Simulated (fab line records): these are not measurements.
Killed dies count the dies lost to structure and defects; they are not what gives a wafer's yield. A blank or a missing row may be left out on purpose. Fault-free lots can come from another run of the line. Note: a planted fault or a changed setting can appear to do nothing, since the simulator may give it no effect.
Split-lot trial | flow n5 finfet | on a route of 1938 steps: 7 lots, 39 wafers read

## ABOUT THE SPLIT
At N5_FIN_SAQP_ALD_61 (deposits SiO2, target thk 4 nm, pulse time 1 s, purge time 2 s), the setting ald cycles was moved away from the recipe's 43 on 6 of the 39 wafers read, by +7.0% to +14.0%. This setting was run at the recipe's value on the other wafers.

The reading comes from the split's own step.

## THE READING
SiO2_of_FIN_SAQP_ALD_61.thk nm (the simulator's own value, which no gauge read), in nm, at N5_FIN_SAQP_ALD_61 (deposits SiO2, target thk 4 nm, pulse time 1 s, purge time 2 s). The file gives no usual value for it. Across the 33 wafers here that went through the recipe, the average is 4.008 nm and the standard deviation 0.013 nm.

wafer  | tool, chamber at the split | ald cycles as run | against the recipe | SiO2_of_FIN_SAQP_ALD_61.thk nm, nm | against lot-mates on the recipe
L074.1 | ald sin-04, 0              | 43                | recipe             | 3.997                              | -
L074.2 | ald sin-04, 2              | 46                | +7.0%              | 4.271                              | +0.271
L074.3 | ald sin-04, 3              | 43                | recipe             | 4.012                              | -
L074.4 | ald sin-04, 1              | 43                | recipe             | 3.991                              | -
L074.5 | ald sin-04, 3              | 46                | +7.0%              | 4.288                              | +0.288
L074.6 | ald sin-04, 2              | 46                | +7.0%              | 4.257                              | +0.257
L076.1 | ald sin-01, 3              | 43                | recipe             | 3.993                              | -
L076.2 | ald sin-01, 1              | 43                | recipe             | 4.013                              | -
L076.3 | ald sin-01, 0              | 43                | recipe             | 4.007                              | -
L076.4 | ald sin-01, 2              | 43                | recipe             | 4.021                              | -
L076.5 | ald sin-01, 3              | 43                | recipe             | 3.991                              | -
L076.6 | ald sin-01, 0              | 43                | recipe             | 4.006                              | -
L077.1 | ald sin-02, 3              | 43                | recipe             | 4.018                              | -
L077.2 | ald sin-02, 1              | 43                | recipe             | 4.006                              | -
L077.3 | ald sin-02, 2              | 43                | recipe             | 4.034                              | -
L077.4 | ald sin-02, 0              | 43                | recipe             | 3.998                              | -
L077.5 | ald sin-02, 1              | 43                | recipe             | 3.999                              | -
L077.6 | ald sin-02, 0              | 43                | recipe             | 3.997                              | -
L080.2 | ald sin-04, 2,0            | 43                | recipe             | 4.022                              | -
L080.3 | ald sin-04, 2,0            | 43                | recipe             | 4.022                              | -
L080.5 | ald sin-04, 1              | 43                | recipe             | 4.01                               | -
L081.1 | ald sin-01, 3              | 43                | recipe             | 3.993                              | -
L081.2 | ald sin-01, 1              | 43                | recipe             | 3.997                              | -
L081.3 | ald sin-01, 2              | 43                | recipe             | 4.032                              | -
L081.4 | ald sin-01, 0              | 43                | recipe             | 4.007                              | -
L081.5 | ald sin-01, 1              | 43                | recipe             | 4.012                              | -
L081.6 | ald sin-01, 2              | 43                | recipe             | 4.026                              | -
L083.1 | ald sin-04, 3              | 43                | recipe             | 4.008                              | -
L083.2 | ald sin-04, 1              | 43                | recipe             | 3.996                              | -
L083.3 | ald sin-04, 0              | 49                | +14.0%             | 4.544                              | +0.542
L083.4 | ald sin-04, 2              | 43                | recipe             | 4.003                              | -
L083.5 | ald sin-04, 0              | 49                | +14.0%             | 4.562                              | +0.560
L083.6 | ald sin-04, 3              | 49                | +14.0%             | 4.56                               | +0.558
L090.1 | ald sin-02, 2              | 43                | recipe             | 3.986                              | -
L090.2 | ald sin-02, 1              | 43                | recipe             | 4.03                               | -
L090.3 | ald sin-02, 0              | 43                | recipe             | 4.019                              | -
L090.4 | ald sin-02, 3              | 43                | recipe             | 4                                  | -
L090.5 | ald sin-02, 2              | 43                | recipe             | 4.001                              | -
L090.6 | ald sin-02, 1              | 43                | recipe             | 4.003                              | -
Rows listing several chambers each stand for several wafers; the file does not say which wafer went through which chamber.

FIT RESULTS
A straight line over all 39 wafers: SiO2_of_FIN_SAQP_ALD_61.thk nm changes by +0.039 nm for each +1% of ald cycles; r = +1.00; the points scatter about the line by 0.013 nm.
The same after taking each lot's own level away (the mean of its wafers on the recipe; 39 wafers): +0.0395 nm for each +1%; r = +1.00; scatter 0.012 nm.
On that fit, the largest move of ald cycles shifts the reading by 0.55 nm.
The lots' own levels span 4.0000 to 4.0180 nm, that is 1.4 times the standard deviation above.
The two slopes agree, so the slope changes little with the lot-to-lot level.
Check: with one of the wafers moved furthest among these (+14.0%) left out of the fit, the line predicts +0.555 nm for it against its lot-mates. Against them it came out at +0.542 nm.

## FILE'S OWN FIT
SiO2_of_FIN_SAQP_ALD_61.thk nm changes by +0.0395 nm for each +1% of ald cycles, r = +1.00.
